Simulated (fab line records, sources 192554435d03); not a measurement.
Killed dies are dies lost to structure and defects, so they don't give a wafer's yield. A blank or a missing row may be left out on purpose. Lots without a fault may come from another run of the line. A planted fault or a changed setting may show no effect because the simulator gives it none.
Which tool did it? | flow n5_finfet | 24 lots, 72 wafers sampled, at 4 steps of a route of 1938

WHAT THE GAUGES READ, wafer by wafer
N5_BEOL_M4_THK_MEAS_53: measures by xrf. Usual: M4_THK 40.3 nm, standard deviation 1.2.
lot  | measured     | on            | M4_THK (nm)    | flag
L074 | day 7 20:31  | film_metro-01 | 37.8 39.1 40.5 |
L075 | day 7 22:50  | film_metro-02 | 40.7 40.1 40.1 |
L076 | day 8 14:05  | film_metro-02 | 38.0 38.2 35.7 |
L077 | day 8 17:35  | film_metro-02 | 39.9 38.5 40.5 |
L078 | day 8 19:41  | film_metro-02 | 38.8 39.7 41.2 |
L080 | day 9 05:11  | film_metro-01 | 40.6 39.9 39.6 |
L079 | day 9 17:50  | film_metro-01 | 39.5 39.6 39.8 |
L081 | day 9 18:07  | film_metro-01 | 41.6 41.7 41.4 |
L082 | day 9 20:44  | film_metro-01 | 41.1 40.2 42.3 |
L083 | day 9 23:37  | film_metro-02 | 41.0 39.8 40.0 |
L084 | day 10 16:53 | film_metro-02 | 40.6 39.7 39.4 |
L086 | day 11 05:18 | film_metro-02 | 39.6 38.9 39.7 |
L085 | day 11 06:27 | film_metro-01 | 38.7 39.8 39.0 |
L089 | day 11 10:13 | film_metro-01 | 42.0 41.5 40.3 |
L087 | day 11 10:19 | film_metro-02 | 39.5 39.4 40.8 |
L088 | day 11 18:28 | film_metro-02 | 41.2 42.0 40.5 |
L090 | day 12 08:26 | film_metro-02 | 43.1 43.9 42.2 |
L091 | day 12 12:13 | film_metro-01 | 39.5 40.6 40.3 |
L093 | day 12 13:37 | film_metro-01 | 39.3 41.1 40.7 |
L092 | day 12 16:10 | film_metro-02 | 41.0 39.4 40.8 |
L094 | day 12 17:49 | film_metro-02 | 41.4 40.1 40.3 |
L097 | day 13 15:21 | film_metro-01 | 41.0 41.9 41.5 |
L095 | day 13 19:20 | film_metro-01 | 40.5 40.1 41.0 |
L096 | day 13 21:33 | film_metro-01 | 41.2 40.7 39.8 |

WHICH TOOL RAN EACH LOT (tool, then ch and the chambers of the sampled wafers, then the start)
lot  | N5_BEOL_M4_SURFACE_TREAT_85  | N5_BEOL_M4_ANNEAL_49         | N5_BEOL_M4_SPUTTER_81
L074 | pvd_sputter-03, day 7 17:11  | pvd_sputter-02, day 7 17:46  | pvd_sputter-02, day 7 18:08
L075 | pvd_sputter-02, day 7 20:04  | pvd_sputter-02, day 7 20:22  | pvd_sputter-02, day 7 20:43
L076 | pvd_sputter-01, day 8 11:11  | pvd_sputter-02, day 8 11:37  | pvd_sputter-02, day 8 11:58
L077 | pvd_sputter-03, day 8 14:36  | pvd_sputter-02, day 8 15:07  | pvd_sputter-02, day 8 15:28
L078 | pvd_sputter-03, day 8 16:37  | pvd_sputter-02, day 8 16:57  | pvd_sputter-02, day 8 17:19
L080 | pvd_sputter-03, day 9 02:21  | pvd_sputter-03, day 9 02:43  | pvd_sputter-03, day 9 03:04
L079 | pvd_sputter-03, day 9 15:02  | pvd_sputter-03, day 9 15:22  | pvd_sputter-03, day 9 15:44
L081 | pvd_sputter-03, day 9 15:04  | pvd_sputter-02, day 9 15:24  | pvd_sputter-02, day 9 15:46
L082 | pvd_sputter-01, day 9 17:57  | pvd_sputter-01, day 9 18:16  | pvd_sputter-01, day 9 18:37
L083 | pvd_sputter-02, day 9 20:40  | pvd_sputter-02, day 9 21:08  | pvd_sputter-02, day 9 21:30
L084 | pvd_sputter-03, day 10 13:19 | pvd_sputter-01, day 10 14:07 | pvd_sputter-01, day 10 14:29
L086 | pvd_sputter-01, day 11 02:01 | pvd_sputter-02, day 11 02:50 | pvd_sputter-02, day 11 03:11
L085 | pvd_sputter-01, day 11 02:08 | pvd_sputter-03, day 11 03:52 | pvd_sputter-03, day 11 04:13
L089 | pvd_sputter-02, day 11 07:21 | pvd_sputter-02, day 11 07:45 | pvd_sputter-02, day 11 08:07
L087 | pvd_sputter-02, day 11 07:31 | pvd_sputter-01, day 11 07:52 | pvd_sputter-01, day 11 08:13
L088 | pvd_sputter-02, day 11 15:39 | pvd_sputter-02, day 11 15:59 | pvd_sputter-02, day 11 16:21
L090 | pvd_sputter-01, day 12 04:06 | pvd_sputter-03, day 12 05:58 | pvd_sputter-03, day 12 06:19
L091 | pvd_sputter-03, day 12 08:43 | pvd_sputter-03, day 12 09:02 | pvd_sputter-03, day 12 09:23
L093 | pvd_sputter-02, day 12 09:09 | pvd_sputter-01, day 12 10:53 | pvd_sputter-01, day 12 11:15
L092 | pvd_sputter-01, day 12 13:07 | pvd_sputter-02, day 12 13:25 | pvd_sputter-02, day 12 13:46
L094 | pvd_sputter-02, day 12 13:14 | pvd_sputter-01, day 12 13:35 | pvd_sputter-01, day 12 14:19
L097 | pvd_sputter-02, day 13 12:30 | pvd_sputter-02, day 13 12:50 | pvd_sputter-02, day 13 13:12
L095 | pvd_sputter-01, day 13 16:00 | pvd_sputter-02, day 13 16:36 | pvd_sputter-02, day 13 16:58
L096 | pvd_sputter-03, day 13 18:43 | pvd_sputter-02, day 13 19:05 | pvd_sputter-02, day 13 19:26
- N5_BEOL_M4_SURFACE_TREAT_85
- N5_BEOL_M4_ANNEAL_49: time 240 s.
- N5_BEOL_M4_SPUTTER_81: material Cu, target thk 4.5 nm, time 8.29 s.

WHAT THE TOOLS THEMSELVES READ (means of the sampled wafers that have a number; where no wafer has one, the mark that the record gives instead)
N5_BEOL_M4_ANNEAL_49. Usual: heater_power_w 824 W, standard deviation 83.
lot  | tool           | heater_power_w (W) | flag
L074 | pvd_sputter-02 | 752                |
L075 | pvd_sputter-02 | 750                |
L076 | pvd_sputter-02 | 805                |
L077 | pvd_sputter-02 | 773                |
L078 | pvd_sputter-02 | 840                |
L080 | pvd_sputter-03 | 950                |
L079 | pvd_sputter-03 | 894                |
L081 | pvd_sputter-02 | 806                |
L082 | pvd_sputter-01 | 799                |
L083 | pvd_sputter-02 | 829                |
L084 | pvd_sputter-01 | 760                |
L086 | pvd_sputter-02 | 782                |
L085 | pvd_sputter-03 | 920                |
L089 | pvd_sputter-02 | 830                |
L087 | pvd_sputter-01 | 829                |
L088 | pvd_sputter-02 | 793                |
L090 | pvd_sputter-03 | 854                |
L091 | pvd_sputter-03 | 827                |
L093 | pvd_sputter-01 | 836                |
L092 | pvd_sputter-02 | 826                |
L094 | pvd_sputter-01 | 836                |
L097 | pvd_sputter-02 | 894                |
L095 | pvd_sputter-02 | 771                |
L096 | pvd_sputter-02 | 817                |

N5_BEOL_M4_SPUTTER_81. Usual: throttle_valve_pct 29.7 %, standard deviation 1.2.
lot  | tool           | throttle_valve_pct (%) | flag
L074 | pvd_sputter-02 | 30.3                   |
L075 | pvd_sputter-02 | 29.9                   |
L076 | pvd_sputter-02 | 29.0                   |
L077 | pvd_sputter-02 | 30.4                   |
L078 | pvd_sputter-02 | 29.6                   |
L080 | pvd_sputter-03 | 30.1                   |
L079 | pvd_sputter-03 | 30.5                   |
L081 | pvd_sputter-02 | 30.7                   |
L082 | pvd_sputter-01 | 29.2                   |
L083 | pvd_sputter-02 | 29.5                   |
L084 | pvd_sputter-01 | 30.4                   |
L086 | pvd_sputter-02 | 30.3                   |
L085 | pvd_sputter-03 | 30.2                   |
L089 | pvd_sputter-02 | 29.5                   |
L087 | pvd_sputter-01 | 28.8                   |
L088 | pvd_sputter-02 | 30.7                   |
L090 | pvd_sputter-03 | 29.6                   |
L091 | pvd_sputter-03 | 29.6                   |
L093 | pvd_sputter-01 | 29.4                   |
L092 | pvd_sputter-02 | 29.5                   |
L094 | pvd_sputter-01 | 28.8                   |
L097 | pvd_sputter-02 | 28.6                   |
L095 | pvd_sputter-02 | 30.3                   |
L096 | pvd_sputter-02 | 29.0                   |

THE ANSWER, worked out from the rows above alone
Rule: a lot is off if the mean of its wafers that have a number lies more than 3 standard deviations from the usual mean. A lot without any number at a reading at which 4 lots or more have one is off too. The other lots that the step has rows for count as sound. The gauges are gone through in route order, then the tools' own readings, and for those a lot's mean is taken as printed above. The first step at which some lot is off is used, and at that step the reading that is off furthest; a lot without a number counts as furthest.
No lot is off at any reading shown: from this, nothing can be told.

WHAT THE SIMULATOR HAD PUT IN
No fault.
